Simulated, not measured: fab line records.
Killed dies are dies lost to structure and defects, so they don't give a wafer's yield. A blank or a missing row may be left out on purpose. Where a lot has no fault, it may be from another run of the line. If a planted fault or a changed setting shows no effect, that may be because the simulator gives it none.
Which tool did it?	flow nand harc	13 lots, 39 wafers sampled, at 5 steps of a route of 1302

## WHAT THE GAUGES READ, wafer by wafer
NHARC_P_BONDPAD_THK_MEAS_20: measures by xrf. Usual: thk nm 161.1 nm, standard deviation 1.5.
lot	measured	on	thk nm (nm)	flag
L704	day 6 12:47	film metro-02	161.1 160.2 159.6	
L705	day 7 04:10	film metro-02	163.7 158.3 158.8	
L706	day 7 07:59	film metro-01	160.0 159.9 161.6	
L707	day 7 22:34	film metro-02	160.9 160.9 160.5	
L711	day 9 22:50	film metro-02	160.4 157.3 158.9	
L712	day 10 00:00	film metro-02	158.9 160.9 160.8	
L714	day 11 01:37	film metro-02	164.3 162.3 160.6	
L715	day 11 07:10	film metro-01	162.3 161.5 160.7	
L716	day 11 13:55	film metro-02	163.6 163.2 159.4	
L724	day 15 00:33	film metro-02	162.7 162.9 158.9	
L725	day 15 10:04	film metro-02	160.6 160.2 161.7	
L726	day 15 19:35	film metro-01	159.2 160.1 160.7	
L727	day 16 07:32	film metro-02	158.3 159.9 161.9	

NHARC_A_SOURCE_PLATE_THK_MEAS_06: measures by ellipsometry. Usual: thk nm 199.7 nm, standard deviation 1.7.
lot	measured	on	thk nm (nm)	flag
L704	day 7 11:44	film metro-01	196.9 196.7 198.9	
L705	day 8 03:16	film metro-01	201.4 199.1 197.3	
L706	day 8 07:07	film metro-01	197.8 196.1 196.2	
L707	day 8 20:53	film metro-02	195.9 196.2 196.3	
L711	day 10 23:09	film metro-01	202.6 199.5 200.7	
L712	day 10 23:09	film metro-02	201.5 199.9 202.5	
L714	day 12 02:00	film metro-01	200.2 200.0 201.9	
L715	day 12 08:17	film metro-02	201.0 199.7 199.8	
L716	day 12 13:14	film metro-02	200.2 200.5 198.4	
L724	day 16 00:37	film metro-02	198.9 197.6 198.3	
L725	day 16 08:28	film metro-02	199.2 199.9 199.4	
L726	day 16 21:57	film metro-01	198.2 199.2 202.7	
L727	day 17 09:28	film metro-02	200.3 197.6 197.8	

NHARC_A_ONON_D1_THK_MEAS_27: measures by ellipsometry. Usual: thk nm 1002 nm, standard deviation 11.
lot	measured	on	thk nm (nm)	flag
L704	day 8 00:07	film metro-02	997 995 997	
L705	day 8 16:27	film metro-02	1006 1009 1008	
L706	day 8 16:28	film metro-01	1021 1022 1020	
L707	day 9 09:17	film metro-01	1013 1013 1014	
L711	day 11 11:43	film metro-01	991 989 989	
L712	day 11 11:44	film metro-02	1009 1007 1008	
L714	day 12 17:25	film metro-02	1021 1020 1020	
L715	day 12 17:38	film metro-02	994 993 993	
L716	day 13 01:40	film metro-01	1009 1006 1007	
L724	day 16 14:54	film metro-01	1007 1006 1007	
L725	day 17 03:31	film metro-01	1010 1012 1011	
L726	day 17 10:50	film metro-01	1014 1016 1014	
L727	day 18 01:26	film metro-01	1000 1000 1001	

NHARC_A_ONON_D1_THK_MEAS_34: measures by ellipsometry. Usual: thk nm 199.8 nm, standard deviation 2.8.
lot	measured	on	thk nm (nm)	flag
L704	day 8 01:17	film metro-01	197.6 200.7 197.1	
L705	day 8 17:29	film metro-01	196.3 197.9 197.2	
L706	day 8 17:42	film metro-01	195.9 199.9 196.9	
L707	day 9 10:20	film metro-02	196.8 197.8 198.4	
L711	day 11 12:46	film metro-01	198.6 203.2 200.8	
L712	day 11 12:52	film metro-02	199.7 199.7 200.9	
L714	day 12 18:27	film metro-01	179.2 178.0 181.4	OFF
L715	day 12 18:41	film metro-02	194.9 196.5 194.8	
L716	day 13 02:43	film metro-01	181.7 181.9 184.4	OFF
L724	day 16 15:56	film metro-01	198.9 205.7 201.5	
L725	day 17 04:33	film metro-01	196.6 198.2 201.7	
L726	day 17 11:53	film metro-02	195.7 194.9 199.7	
L727	day 18 02:28	film metro-02	200.8 204.3 203.6	

## WHICH TOOL RAN EACH LOT (tool, then ch and the chambers of the sampled wafers, then the start)
lot	NHARC_A_ONON_D1_DEP_33
L704	pecvd-02 ch 0,1, day 8 00:48
L705	pecvd-02 ch 0,1,2, day 8 17:04
L706	pecvd-01 ch 0,2, day 8 17:17
L707	pecvd-02 ch 0,1, day 9 09:55
L711	pecvd-01 ch 0,2, day 11 12:26
L712	pecvd-02 ch 0,1,2, day 11 12:27
L714	pecvd-02 ch 0,2, day 12 18:05
L715	pecvd-03 ch 0,2, day 12 18:16
L716	pecvd-02 ch 0,2, day 13 02:21
L724	pecvd-02 ch 1,2, day 16 15:34
L725	pecvd-01 ch 0,1,2, day 17 04:08
L726	pecvd-03 ch 0,1, day 17 11:28
L727	pecvd-01 ch 1,2, day 18 02:06
- NHARC_A_ONON_D1_DEP_33: deposits SiO2, target thk 200 nm.

## WHAT THE TOOLS THEMSELVES READ (means of the sampled wafers that have a number; where no wafer has one, the mark that the record gives instead)
NHARC_A_ONON_D1_DEP_33. Usual: heater power w 557 W, standard deviation 93; mfc precursor sccm 161.4 sccm, standard deviation 0.54; susceptor temp C 400.02 C, standard deviation 0.22; throttle valve pct 15.8 %, standard deviation 0.55.
lot	tool	heater power w (W)	mfc precursor sccm (sccm)	susceptor temp C (C)	throttle valve pct (%)	flag
L704	pecvd-02	581	160.8	399.92	16.3	
L705	pecvd-02	573	162.1	400.19	16.2	
L706	pecvd-01	507	161.7	399.98	15.8	
L707	pecvd-02	586	161.4	400.00	16.5	
L711	pecvd-01	583	161.6	400.17	16.2	
L712	pecvd-02	541	161.7	400.20	15.7	
L714	pecvd-02	495	144.2	400.15	15.9	OFF
L715	pecvd-03	460	161.4	399.86	15.1	
L716	pecvd-02	481	144.1	400.34	16.0	OFF
L724	pecvd-02	600	161.4	400.21	15.9	
L725	pecvd-01	497	161.8	400.10	15.6	
L726	pecvd-03	475	161.1	400.03	16.2	
L727	pecvd-01	582	161.5	399.75	15.4	

## THE ANSWER, worked out from the rows above alone
Rule: a lot counts as off when the mean over its wafers that have a number is more than 3 standard deviations away from the usual mean. A lot without any number at a reading at which 4 lots or more have one is off too. The other lots that the step has rows for count as sound. First the gauges in route order, then the tools' own readings, where a lot's mean is used as printed above. The first step at which some lot is off is used, and at that step the reading that is off furthest; a lot without a number counts as furthest.
Off at NHARC_A_ONON_D1_THK_MEAS_34 (thk nm): L714, L716.
A tool fits if, at a process step before that reading, it ran every lot that is off, and no sound lot after the first of them. The gauges at NHARC_A_ONON_D1_THK_MEAS_34 aren't tried: what is off there is off at NHARC_A_ONON_D1_DEP_33 too, on other tools, and a gauge's error can't cause that. Of those tried, none fits.

## WHAT THE SIMULATOR PUT IN
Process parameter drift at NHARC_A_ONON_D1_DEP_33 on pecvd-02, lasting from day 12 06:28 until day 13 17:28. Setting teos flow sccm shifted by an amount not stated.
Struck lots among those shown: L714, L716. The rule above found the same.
